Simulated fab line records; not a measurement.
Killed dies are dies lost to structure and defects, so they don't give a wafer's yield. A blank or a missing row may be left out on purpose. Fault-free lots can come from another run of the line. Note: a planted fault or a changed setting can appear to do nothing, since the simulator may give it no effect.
Chamber matching ; flow nand_harc ; 4 sister chambers for NHARC_A_CONTACT_ETCH_92 on rie_diel-01
The step etches the open film in CH3F/O2, target depth 40 nm, time 85.7 s. 4 wafers are shown with their chamber, then 9 later ones without.

WAFERS, EACH WITH ITS CHAMBER
wafer;chamber;showerhead_plenum_p_Torr (Torr)
L477.5;2;2.40
L478.2;0;2.65
L478.4;1;2.33
L478.6;3;2.42

WAFERS WITH NO CHAMBER GIVEN
wafer;showerhead_plenum_p_Torr (Torr)
L481.2;2.33
L481.4;2.42
L481.5;2.40
L490.2;2.41
L490.4;2.64
L490.5;2.39
L493.1;2.32
L493.3;2.64
L493.5;2.32

CHAMBER TAKEN BY EACH
wafer;from the rows above;in truth
L481.2;1;1
L481.4;3;3
L481.5;2;2
L490.2;can't be placed: 3 or 2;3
L490.4;0;0
L490.5;2;2
L493.1;1;1
L493.3;0;0
L493.5;1;1
8 of 9 placed correctly. Unplaceable from these rows: 1, with the true chamber sitting among the candidates in 1. 0 placed wrongly.
How it was worked out, from the rows above alone: a wafer's distance from a chamber is the root of the sum, over the readings, of the square of ((its reading less the chamber's mean) divided by the reading's scatter). The wafer belongs to the nearest chamber; if the next one is less than 2 further off, it can't be placed. A chamber's mean is the mean of its shown wafers. The scatter: with one shown wafer a chamber, the root of the mean of the squares of how far each hidden wafer lies from its nearest shown one.
